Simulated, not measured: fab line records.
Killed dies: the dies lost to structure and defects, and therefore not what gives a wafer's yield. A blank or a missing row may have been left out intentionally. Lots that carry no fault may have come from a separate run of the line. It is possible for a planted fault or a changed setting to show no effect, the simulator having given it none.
Which tool was responsible? ; flow nandHarc ; at 1 step of a route of 1302, 7 lots with 21 wafers sampled

WHAT THE GAUGES READ, wafer by wafer
NHARC_A_CHANNEL_HOLE_D2_CD_MEAS_10 targets a cd of 100 nm.
lot;measured;on;cdNm (nm)
L131;day 14 05:33;cdSem-01;100.1 100.2 99.5
L133;day 15 01:25;cdSem-03;100.0 100.6 99.8
L134;day 16 02:38;cdSem-02;99.0 99.3 98.8
L137;day 17 17:35;cdSem-02;99.5 99.1 100.5
L142;day 18 20:50;cdSem-02;99.4 99.3 99.4
L150;day 22 12:14;cdSem-03;100.0 99.7 99.4
L151;day 23 00:39;cdSem-01;100.8 100.1 100.4

TOOL THAT RAN EACH LOT (tool first, then ch and the chambers of the sampled wafers, then the start)
Record: no process step prior to these readings.

THE ANSWER, worked out from the rows above alone
Rule: what is usual is taken from the lots themselves. The widest of any qualifying gaps counts: lots, ordered by their means at a reading, are off when they make up no more than a third of the lots, leave a main group of 4 or more, and stand apart from it by 3 or more times the standard deviation of that group's means. The tables above print the reading to a certain number of digits; a main group whose means all agree to those digits is not used. A lot without any number at a reading at which 4 lots or more have one is off too. The other lots that the step has rows for count as sound.
Across all readings shown, no lot is off: no conclusion can be drawn from this.

WHAT WAS PUT IN BY THE SIMULATOR
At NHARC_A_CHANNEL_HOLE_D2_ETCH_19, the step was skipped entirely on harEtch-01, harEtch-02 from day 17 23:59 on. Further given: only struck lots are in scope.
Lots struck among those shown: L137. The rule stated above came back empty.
